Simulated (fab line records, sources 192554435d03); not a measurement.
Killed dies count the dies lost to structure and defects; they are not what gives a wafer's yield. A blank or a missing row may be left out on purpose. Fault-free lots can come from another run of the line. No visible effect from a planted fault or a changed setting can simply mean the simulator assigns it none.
A struck lot beside a sound one ; flow n5-finfet ; 15 steps out of a route of 1938
Sound: wafers L320.1, L320.3, L320.5. Struck: wafers L329.1, L329.3, L329.6. At the end, the cause is stated.
At each step with rows: each side's tool, then ch and its chambers, then its first start. Under that, the readings that differ: sound wafers ; struck wafers ; difference of the means ; sigmas: that difference in standard deviations of wafers without a fault.
alike: readings whose means differ by less than 2 such deviations, and words and numbers that are the same on both sides. not compared: withheld readings, readings that some wafer has no value for, bounds like >300 that may hide the same value, and numbers for which the record gives no deviation and whose values overlap.
The two part at a step that has a row with sigmas, a row that says differs or no value, or rows on one side only. Numbers that have no deviation but don't overlap get no sigmas and don't part them. A reading missing from all wafers of one side parts the sides only when that side holds two or more wafers.

first, 8 steps without rows for these wafers: N5_BEOL_M12_COAT_66 (time 60 s, resist thk 110 nm); N5_BEOL_M12_COAT_22 (resist thk 300 nm); N5_BEOL_M12_EBR_24; N5_BEOL_M12_SOFTBAKE_23 (time 60 s); N5_BEOL_M12_EXPOSE_25 (exposes mask M12); N5_BEOL_M12_PEB_26 (peb time 90 s); N5_BEOL_M12_DEVELOP_27 (develop time 45 s); N5_BEOL_M12_HARDBAKE_32 (time 120 s).
N5_BEOL_M12_CD_MEAS_28: the cd target is 160.2 nm.
  sound on cd-sem-01 ch 0, day 11 00:02; struck on cd-sem-02 ch 0, day 13 07:02
  alike: cd-nm
N5_BEOL_M12_OVL_MEAS_29:
  sound on overlay-02 ch 0, day 11 00:04; struck on overlay-02 ch 0, day 13 07:04
  alike: M12_OVL
N5_BEOL_M12_INSPECT_30: inspects for defects (macro).
  struck on defect-inspect-02, day 13 07:05; sound on defect-inspect-02, day 11 00:05
  alike: raw-defect-count
N5_BEOL_M12_DESCUM_33: chemistry O2, time 7.9 s.
  sound on rie-diel-06 ch 0,1,2, day 11 00:07; struck on rie-diel-06 ch 0,1,3, day 13 07:07
  alike: drypump-motor-current-A, oes-product-au, rf-fwd-power-W, rf-vpp-V, showerhead-plenum-p-Torr, temp-c, throttle-valve-pct
  not compared: rf-hours-counter-h
N5_BEOL_M12_ETCH_67: etches SiARC in CF4, target depth 143 nm, time 238.3 s.
  sound on rie-diel-06 ch 0,1,2, day 11 00:09; struck on rie-diel-06 ch 0,1,3, day 13 07:10
reading;sound;struck;difference;sigmas
etch-rf-on-time-s (s);232 235 239;198 197 197;-38;-11
oes-product-au (a.u.);0.71 0.72 0.60;0.78 0.86 0.77;+0.13;+2
rf-fwd-power-W (W);544.5 543.2 541.7;674.4 675.5 674.6;+131.7;+73
rf-vpp-V (V);186.4 186.7 183.6;173.0 170.8 172.7;-13.4;-11
  alike: drypump-motor-current-A, showerhead-plenum-p-Torr, throttle-valve-pct
  not compared: rf-hours-counter-h
N5_BEOL_M12_ETCH_68: etches SOC in N2/H2, time 285 s.
  sound on rie-diel-06 ch 0,1,2, day 11 00:18; struck on rie-diel-06 ch 0,1,3, day 13 07:18
  alike: drypump-motor-current-A, oes-product-au, rf-fwd-power-W, rf-vpp-V, showerhead-plenum-p-Torr, temp-c, throttle-valve-pct
  not compared: rf-hours-counter-h
following that, these wafers have no rows for 1 step: N5_PASSIVATION_PROBE_49.

WHERE THEY PART
N5_BEOL_M12_ETCH_67 only, going by this record. Later steps at which nothing parts them and some readings are alike: N5_BEOL_M12_ETCH_68.

WHY: what had been put in by the simulator
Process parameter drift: rie-diel-06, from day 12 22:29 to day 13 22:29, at N5_BEOL_M12_ETCH_67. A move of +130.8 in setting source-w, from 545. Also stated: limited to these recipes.
